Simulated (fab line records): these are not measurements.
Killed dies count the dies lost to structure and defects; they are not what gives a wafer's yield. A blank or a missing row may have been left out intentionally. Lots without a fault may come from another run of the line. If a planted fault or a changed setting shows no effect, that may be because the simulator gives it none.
fab line records | flow nand_harc
record: lots: 5 | wafers: 15 | last_day: 31
route steps=1302 shown P_STI@107 P_GATE@110 END@1302
lots with no fault: from the same line, run without faults
start_h: start of the lot's first displayed wafer, in hours after the record's first day | wait_h: how many hours have passed since the lot's step before this one | " same as the row above | L1.1+2: one row covering several wafers at once | - value missing, or start not given | * or withheld: withheld | < > ~ a bound
route shown NAME@n: NAME is a module with steps in the file, n the number in the route of the first one | usual: average and standard deviation across the fault-free wafers | same: alike in all rows | chamber/n: place in a boat | sites: each site's reading | _std_site: their standard deviation | _edge_site: the outer-site mean with the inner-site mean subtracted | radius_mm: how far each site lies from the wafer's centre | mask NAME#n: copy n | behind: the last tool/chamber to shape the wafer | hold: reason for holding the lot/hours on hold/outcome of the hold | device: the n, p or np transistor that did not switch | end of line: tests of these same wafers at the route's end | a step with no rows: only its recipe | killed: not the wafer's yield, but the dies lost to structure and defects at the first sort | map: per-die view of a wafer (x killed, . not killed, _ where there is no die)
set.NAME: the setting as run; set.NAME@STEP: as run at that earlier step | model.NAME: the simulator's own value behind a step, which no gauge read
a table for each step, a row for each wafer; lots at some steps of the route
services: from which hour (start_h, from the record's first day; less than 0 if before it) a tool's chamber was out of use, for how many hours, and why
== steps ==
step: NHARC_P_STI_SRD_39
step: NHARC_P_STI_OXIDE_40
recipe: target_thk_a: 100 | temp_c: 900 | ox_time_s: 1362 | material: SiO2
step: NHARC_P_STI_INSPECT_25
usual: raw_defect_count: 203/67
lot.wafer | tool              | chamber | start_h | wait_h | raw_defect_count
L843.3    | defect_inspect-02 | -       | 83.99   | 0.4    | 156
L843.4    | "                 | -       | "       | "      | 186
L843.6    | "                 | -       | "       | "      | 190
L845.1    | defect_inspect-02 | -       | 97.37   | 0.4    | 217
L845.2    | "                 | -       | "       | "      | 115
L845.6    | "                 | -       | "       | "      | 166
L857.1    | defect_inspect-02 | -       | 217.78  | 0.4    | 148
L857.3    | "                 | -       | "       | "      | 105
L857.6    | "                 | -       | "       | "      | 203
L859.2    | defect_inspect-01 | -       | 244.72  | 0.4    | 178
L859.4    | "                 | -       | "       | "      | 128
L859.6    | "                 | -       | "       | "      | 216
L860.2    | defect_inspect-01 | -       | 248.80  | 0.4    | 129
L860.4    | "                 | -       | "       | "      | 163
L860.6    | "                 | -       | "       | "      | 195
step: NHARC_P_GATE_ETCH_69
recipe: target_depth_a: 140 | chemistry: dHF | material: SiO2
step: NHARC_P_GATE_PRECLEAN_70
recipe: time_s: * | temp_c: 50 | bath_age_min: 0 | chemistry: SC1
step: NHARC_P_GATE_SRD_01
step: NHARC_P_GATE_OXIDE_02
recipe: target_thk_a: 375 | temp_c: 950 | p_h2o_torr: 720 | ox_time_s: 365 | material: SiO2
step: NHARC_P_GATE_DEHYDRATE_03
recipe: temp_c: 150 | time_s: 120
step: NHARC_P_GATE_HMDS_04
recipe: time_s: 30
step: NHARC_P_GATE_COAT_05
recipe: spin_rpm: 4690
step: NHARC_P_GATE_SOFTBAKE_06
recipe: temp_c: 122 | time_s: 95
step: NHARC_P_GATE_EBR_07
step: NHARC_P_GATE_EXPOSE_08
recipe: na: 0.6 | dose_mj: 16.75 | mask_id: P_HV
usual: exposure_dose_mJ_cm2: 16.749/0.015
lot.wafer | tool           | chamber | start_h | wait_h | mask     | exposure_dose_mJ_cm2
L843.3    | krf_scanner-04 | 0       | 92.61   | -      | P_HV#0   | 16.772
L843.4    | "              | 0       | "       | "      | P_HV#0   | 16.748
L843.6    | "              | 0       | "       | "      | P_HV#0   | 16.753
L845.1    | krf_scanner-04 | 0       | 106.10  | -      | P_HVPW#0 | 16.750
L845.2    | "              | 0       | "       | "      | P_HVPW#0 | 16.771
L845.6    | "              | 0       | "       | "      | P_HVPW#0 | 16.776
L857.1    | krf_scanner-01 | 0       | 226.40  | -      | P_HV#0   | 16.736
L857.3    | "              | 0       | "       | "      | P_HV#0   | 16.756
L857.6    | "              | 0       | "       | "      | P_HV#0   | 16.728
L859.2    | krf_scanner-01 | 0       | 253.29  | -      | P_HV#0   | 16.766
L859.4    | "              | 0       | "       | "      | P_HV#0   | 16.758
L859.6    | "              | 0       | "       | "      | P_HV#0   | 16.750
L860.2    | krf_scanner-04 | 0       | 256.99  | -      | P_HV#0   | 16.734
L860.4    | "              | 0       | "       | "      | P_HV#0   | 16.744
L860.6    | "              | 0       | "       | "      | P_HV#0   | 16.741
step: NHARC_P_GATE_PEB_09
recipe: peb_temp_c: 118 | peb_time_s: 85
step: NHARC_P_GATE_DEVELOP_10
recipe: time_s: 70
step: NHARC_P_GATE_CD_MEAS_11
recipe: target_cd_nm: 1640 | landing_energy_ev: 500
usual: cd_nm: 1639.4/1.5
lot.wafer | tool      | chamber | start_h | wait_h | cd_nm
L843.3    | cd_sem-03 | 0       | 92.76   | -      | 1639.4
L843.4    | "         | 0       | "       | "      | 1639.2
L843.6    | "         | 0       | "       | "      | 1639.2
L845.1    | cd_sem-02 | 0       | 106.25  | -      | -
L845.2    | "         | 0       | "       | "      | -
L845.6    | "         | 0       | "       | "      | -
L857.1    | cd_sem-01 | 0       | 226.55  | -      | 1640.1
L857.3    | "         | 0       | "       | "      | 1638.3
L857.6    | "         | 0       | "       | "      | 1640.4
L859.2    | cd_sem-02 | 0       | 253.44  | -      | 1640.7
L859.4    | "         | 0       | "       | "      | 1639.2
L859.6    | "         | 0       | "       | "      | 1639.0
L860.2    | cd_sem-02 | 0       | 257.14  | -      | 1642.6
L860.4    | "         | 0       | "       | "      | 1638.9
L860.6    | "         | 0       | "       | "      | 1638.8
step: NHARC_P_GATE_HARDBAKE_12
recipe: temp_c: 125 | time_s: 80
step: NHARC_END_SORT_01
recipe: temp_c: 25
usual: killed_at_array: 53/18 | killed_at_other: 1.0/1.2 | killed_at_periphery: 3.6/2.4 | killed_dies: 58/18 | killed_open: 3.4/1.8 | killed_short: 2.3/1.5
same: gross_dies: 677
lot.wafer | tool      | chamber | start_h | wait_h | killed_at_array | killed_at_other | killed_at_periphery | killed_dies | killed_open | killed_short
L845.1    | prober-01 | 0       | 611.94  | 2.5    | 31              | 1               | 645                 | 677         | 3           | 4
L845.2    | prober-01 | 0       | 612.74  | 2.8    | 32              | 1               | 644                 | 677         | 2           | 3
L845.6    | prober-01 | 0       | 615.93  | 4.0    | 29              | 0               | 648                 | 677         | 3           | 0
killed by level:class
L845.1 P_GATE:area_expose=641 A_SLIT:chamber_film_flake=16 A_CHANNEL_HOLE_D2:chamber_film_flake=5 P_GATE:chamber_film_flake=4 A_CHANNEL_FILL_D2:geometric_particle:short=2 A_STAIRCASE:chamber_film_flake=2 A_CONTACT:chamber_film_flake=2 A_ONON_D1:geometric_particle:open=1
L845.2 P_GATE:area_expose=642 A_SLIT:chamber_film_flake=16 A_CHANNEL_HOLE_D1:chamber_film_flake=4 A_CHANNEL_HOLE_D2:chamber_film_flake=3 A_CHANNEL_FILL_D2:geometric_particle:short=2 A_STAIRCASE:chamber_film_flake=2 A_WL_FILL:chamber_film_flake=2 P_M0:geometric_particle:open=1
L845.6 P_GATE:area_expose=645 A_SLIT:chamber_film_flake=13 A_CHANNEL_HOLE_D1:chamber_film_flake=4 A_STAIRCASE:chamber_film_flake=4 P_GATE:chamber_film_flake=2 A_CHANNEL_FILL_D2:chamber_film_flake=2 P_CONTACT:geometric_particle:open=1 A_ONON_D1:geometric_particle:open=1
map L845.1 (x killed, . not)
____________x____________
_________xxxxxxx_________
_______xxxxxxxxxxx_______
______xxxxxxxxxxxxx______
_____xxxxxxxxxxxxxxx_____
____xxxxxxxxxxxxxxxxx____
____xxxxxxxxxxxxxxxxx____
___xxxxxxxxxxxxxxxxxxx___
___xxxxxxxxxxxxxxxxxxx___
__xxxxxxxxxxxxxxxxxxxxx__
__xxxxxxxxxxxxxxxxxxxxx__
_xxxxxxxxxxxxxxxxxxxxxxx_
_xxxxxxxxxxxxxxxxxxxxxxx_
_xxxxxxxxxxxxxxxxxxxxxxx_
_xxxxxxxxxxxxxxxxxxxxxxx_
_xxxxxxxxxxxxxxxxxxxxxxx_
xxxxxxxxxxxxxxxxxxxxxxxxx
xxxxxxxxxxxxxxxxxxxxxxxxx
xxxxxxxxxxxxxxxxxxxxxxxxx
xxxxxxxxxxxxxxxxxxxxxxxxx
xxxxxxxxxxxxxxxxxxxxxxxxx
_xxxxxxxxxxxxxxxxxxxxxxx_
_xxxxxxxxxxxxxxxxxxxxxxx_
_xxxxxxxxxxxxxxxxxxxxxxx_
_xxxxxxxxxxxxxxxxxxxxxxx_
_xxxxxxxxxxxxxxxxxxxxxxx_
__xxxxxxxxxxxxxxxxxxxxx__
__xxxxxxxxxxxxxxxxxxxxx__
___xxxxxxxxxxxxxxxxxxx___
___xxxxxxxxxxxxxxxxxxx___
____xxxxxxxxxxxxxxxxx____
____xxxxxxxxxxxxxxxxx____
_____xxxxxxxxxxxxxxx_____
______xxxxxxxxxxxxx______
_______xxxxxxxxxxx_______
_________xxxxxxx_________
____________x____________
map L860.2 (x killed, . not)
____________.____________
_________..x.xxx_________
_______.......x.xx_______
______.xx...xxxxxx.______
_____....xx..xx.x..._____
____xxx..x....xxxx...____
____......x...x.xx.x.____
___...........x.x.xx.x___
___.....x....xxxx..x..___
__.............x.......__
__.....................__
_..................x...._
_....x.................._
_...x..............x...._
_......................._
_...................x..._
........x........x.x.....
............x............
.........................
..x.................x....
......................x..
_......................._
_......................._
_......................._
_................x......_
_......................._
__.....................__
__.....................__
___...............xx..___
___.............x.xx.x___
____.............xxxx____
____.............xxxx____
_____......x.....xxx_____
______...........x.______
_______.........xx_______
_________......._________
____________.____________
== services ==
tool           | chamber | start_h | hours | kind
krf_scanner-04 | -       | 109.23  | 1.0   | repair
krf_scanner-01 | -       | 140.00  | 4.0   | pm
krf_scanner-04 | 0       | 156.69  | -     | calibration
krf_scanner-04 | -       | 182.00  | 4.0   | pm
krf_scanner-01 | 0       | 219.41  | -     | calibration
krf_scanner-04 | -       | 254.81  | 1.4   | repair
== key ==
first_sign: step: NHARC_P_GATE_EXPOSE_08 | reading: mask | direction: changed
effect: step: NHARC_P_GATE_CD_MEAS_11 | reading: cd_nm | direction: missing
effect: step: NHARC_END_SORT_01 | reading: killed_at_periphery | direction: up | sigmas: 99+ | usual: 3.6 | struck: 645.7
more_kills_born_at: NHARC_P_GATE_EXPOSE_08@krf_scanner-04: 1928
met_at NHARC_P_GATE_EXPOSE_08
struck_wafers L845.1,L845.2,L845.6
later_rows_left_out L845.1,L845.2,L845.6
tester_left_out L845
onset_between 92.61 106.10
fault: kind: wrong_mask | tool: any | chamber: - | onset_h: 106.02 | steps: NHARC_P_GATE_EXPOSE_08 | aux_copy: P_HVPW#0 | scope: struck_lots_only
tester_left_out: of these lots the tester's yield and bins aren't shown, on N5 and GAA mostly nor the transistor test; their killed dies are dies lost to structure and defects alone, not to doping, threshold or leakage, so they don't give the yield
later_rows_left_out: the simulator's readings of these wafers behind a module that went badly wrong aren't trusted and aren't shown, but for the sort
